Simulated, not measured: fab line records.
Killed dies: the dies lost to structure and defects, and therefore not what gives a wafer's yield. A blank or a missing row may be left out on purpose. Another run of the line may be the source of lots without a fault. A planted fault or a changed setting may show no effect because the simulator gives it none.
What tool caused it? + flow nand harc + Sampling: 7 lots, 21 wafers, 2 of 1159 route steps

== WHAT EACH GAUGE READ, for each wafer ==
NHARC_A_ZERO_WELL_CD_MEAS_10 targets a cd of 2000 nm.
| lot  | measured     | on        | cd nm (nm)           |
|------|--------------|-----------|----------------------|
| L870 | day 7 02:11  | cd sem-03 | 2004.1 2000.0 1999.3 |
| L874 | day 8 01:37  | cd sem-01 | 2000.4 1998.3 2000.1 |
| L875 | day 8 11:29  | cd sem-01 | 2001.8 2000.4 1997.4 |
| L886 | day 11 00:19 | cd sem-03 | 2002.1 1999.1 1999.7 |
| L887 | day 11 11:45 | cd sem-03 | 2002.5 1998.8 2003.0 |
| L889 | day 11 14:25 | cd sem-02 | 1999.4 1998.6 1999.8 |
| L890 | day 12 06:25 | cd sem-01 | 1999.9 1999.8 2002.5 |

== EACH LOT AND THE TOOL THAT RAN IT (in order: tool; ch and the chambers of the sampled wafers; start) ==
| lot  | NHARC_P_BONDPAD_ANNEAL_28        |
|------|----------------------------------|
| L870 | rtp anneal-01 ch 0, day 7 00:05  |
| L874 | rtp anneal-01 ch 0, day 7 23:29  |
| L875 | rtp anneal-02 ch 0, day 8 09:34  |
| L886 | rtp anneal-01 ch 0, day 10 22:14 |
| L887 | rtp anneal-02 ch 0, day 11 09:31 |
| L889 | rtp anneal-01 ch 0, day 11 12:05 |
| L890 | rtp anneal-02 ch 0, day 12 04:17 |
- NHARC_P_BONDPAD_ANNEAL_28: time 90 s.

== THE ANSWER, worked out from the rows above alone ==
Rule: the usual values come from the lots themselves. The widest of any qualifying gaps counts: lots, ordered by their means at a reading, are off when they make up no more than a third of the lots, leave a main group of 4 or more, and stand apart from it by 3 or more times the standard deviation of that group's means. A main group is skipped when, at the precision printed for the reading in the tables above, its means are all equal. Also off: a lot with no number at a reading for which 4 or more lots have one. The other lots that the step has rows for count as sound.
None of the lots is off at any reading shown; this tells nothing.

== WHAT THE SIMULATOR PUT IN ==
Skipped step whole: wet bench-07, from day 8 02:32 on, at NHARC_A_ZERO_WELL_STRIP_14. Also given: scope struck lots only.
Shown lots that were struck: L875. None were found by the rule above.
